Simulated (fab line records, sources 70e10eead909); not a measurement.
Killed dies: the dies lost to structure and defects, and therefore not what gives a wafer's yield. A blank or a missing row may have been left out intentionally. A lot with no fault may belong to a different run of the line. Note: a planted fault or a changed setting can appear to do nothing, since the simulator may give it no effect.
Tool commonality check / flow nand harc / Sample size 2 lots and 6 wafers

== REASON IT WAS OPENED ==
On 2 of the 2 lots, a flag is raised at NHARC_END_SORT_01 on the reading killed at periphery. Fault-free wafers read 3.5, with a standard deviation of 2.5.
Rule: a lot gets a flag if all its wafers with a number sit over 4 standard deviations from that mean, or if no wafer of it has a number. As for the other lots, they are considered sound.

lot=L232; measured=day 29 22:08; on=prober-01; killed at periphery, wafer by wafer=599 608 626; flag=FLAGGED
lot=L233; measured=day 30 10:13; on=prober-02; killed at periphery, wafer by wafer=617 605 603; flag=FLAGGED
On average the flagged lots read 609.7, which is +606.2 against the usual, or +99 or more standard deviations.

== WHICH TOOL EACH LOT WENT THROUGH ==
The record holds 4 process steps before the reading, out of a route of 1302 steps. In each cell: the tool, then ch and the chambers that the sampled wafers went through, then the start.
lot=L232; flag=FLAGGED; NHARC_P_STI_HM_DEP_30=lpcvd-02 ch 1, day 8 03:00; NHARC_THIN_TSV_DESCUM_14=no row; NHARC_THIN_TSV_DESCUM_35=no row; NHARC_THIN_TSV_ETCH_59=no row
lot=L233; flag=FLAGGED; NHARC_P_STI_HM_DEP_30=lpcvd-02 ch 1, day 8 10:37; NHARC_THIN_TSV_DESCUM_14=no row; NHARC_THIN_TSV_DESCUM_35=no row; NHARC_THIN_TSV_ETCH_59=no row
What these steps do:
- NHARC_P_STI_HM_DEP_30: deposits Si3N4, target thk 80 nm, time 873 s.
- NHARC_THIN_TSV_DESCUM_14: chemistry O2, time 3 s.
- NHARC_THIN_TSV_DESCUM_35: chemistry O2, time 3 s.
- NHARC_THIN_TSV_ETCH_59: etches the open film in Cl2/BCl3, target depth 880 nm, time 138.1 s.
- NHARC_END_SORT_01

== FLAGGED AGAINST TOTAL, ONE TOOL AT A TIME (gauges that did the reading follow at the end) ==
step=NHARC_P_STI_HM_DEP_30; tool=lpcvd-02; lots run=2; flagged=2; share of the flagged lots=all; sound lots run after its first flagged lot=0
step=NHARC_END_SORT_01; tool=prober-01; lots run=1; flagged=1; share of the flagged lots=some; sound lots run after its first flagged lot=0
step=NHARC_END_SORT_01; tool=prober-02; lots run=1; flagged=1; share of the flagged lots=some; sound lots run after its first flagged lot=0

== WHAT THE TABLE PERMITS ==
All flagged lots share 1 row of the table, namely lpcvd-02 at NHARC_P_STI_HM_DEP_30.
- lpcvd-02 at NHARC_P_STI_HM_DEP_30 ran 2 lots, 2 of them flagged. It ran no sound lot before its first flagged lot in this sample, so the start can't be narrowed down.
Just one tool remains: lpcvd-02 at NHARC_P_STI_HM_DEP_30.

== WHAT THE SIMULATOR PUT IN ==
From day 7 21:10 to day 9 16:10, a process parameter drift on lpcvd-02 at NHARC_P_STI_HM_DEP_30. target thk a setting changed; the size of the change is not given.
Struck lots among those shown: L232, L233. Same finding as the rule above.
